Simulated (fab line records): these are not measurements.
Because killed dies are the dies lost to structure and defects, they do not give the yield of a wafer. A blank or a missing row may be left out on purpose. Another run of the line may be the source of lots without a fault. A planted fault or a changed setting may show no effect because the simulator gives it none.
Matching of chambers :: flow n5_finfet :: N5_BEOL_M13_ETCH_68 on rie_diel-03: 4 sister chambers
The step etches SOC in N2/H2, time 355 s. 4 wafers are shown with their chamber, then 8 later ones without.

WAFERS PAIRED WITH THEIR CHAMBERS
wafer: L091.1
chamber: 2
showerhead_plenum_p_Torr (Torr): 2.44

wafer: L091.3
chamber: 3
showerhead_plenum_p_Torr (Torr): 2.49

wafer: L091.6
chamber: 0
showerhead_plenum_p_Torr (Torr): 2.47

wafer: L092.3
chamber: 1
showerhead_plenum_p_Torr (Torr): 2.63

WAFERS WITHOUT THEIR CHAMBER
wafer: L092.5
showerhead_plenum_p_Torr (Torr): 2.49

wafer: L092.6
showerhead_plenum_p_Torr (Torr): 2.47

wafer: L095.2
showerhead_plenum_p_Torr (Torr): 2.47

wafer: L095.4
showerhead_plenum_p_Torr (Torr): 2.63

wafer: L095.6
showerhead_plenum_p_Torr (Torr): 2.43

wafer: L097.2
showerhead_plenum_p_Torr (Torr): 2.48

wafer: L097.3
showerhead_plenum_p_Torr (Torr): 2.43

wafer: L097.5
showerhead_plenum_p_Torr (Torr): 2.48

THE CHAMBER EACH PASSED THROUGH
wafer: L092.5
from the rows above: 3
in truth: 3

wafer: L092.6
from the rows above: 0
in truth: 0

wafer: L095.2
from the rows above: 0
in truth: 0

wafer: L095.4
from the rows above: 1
in truth: 1

wafer: L095.6
from the rows above: 2
in truth: 2

wafer: L097.2
from the rows above: can't be placed: 0 or 3
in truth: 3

wafer: L097.3
from the rows above: 2
in truth: 2

wafer: L097.5
from the rows above: can't be placed: 0 or 3
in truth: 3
Correctly placed: 6 of 8. Unplaceable from these rows: 2, with the true chamber sitting among the candidates in 2. 0 placed wrongly.
How it was worked out, from the rows above alone: a wafer's distance from a chamber is the root of the sum, over the readings, of the square of ((its reading less the chamber's mean) divided by the reading's scatter). The wafer belongs to the nearest chamber; if the next one is less than 2 further off, it can't be placed. A chamber's mean is the mean of its shown wafers. The scatter: with one shown wafer a chamber, the root of the mean of the squares of how far each hidden wafer lies from its nearest shown one.
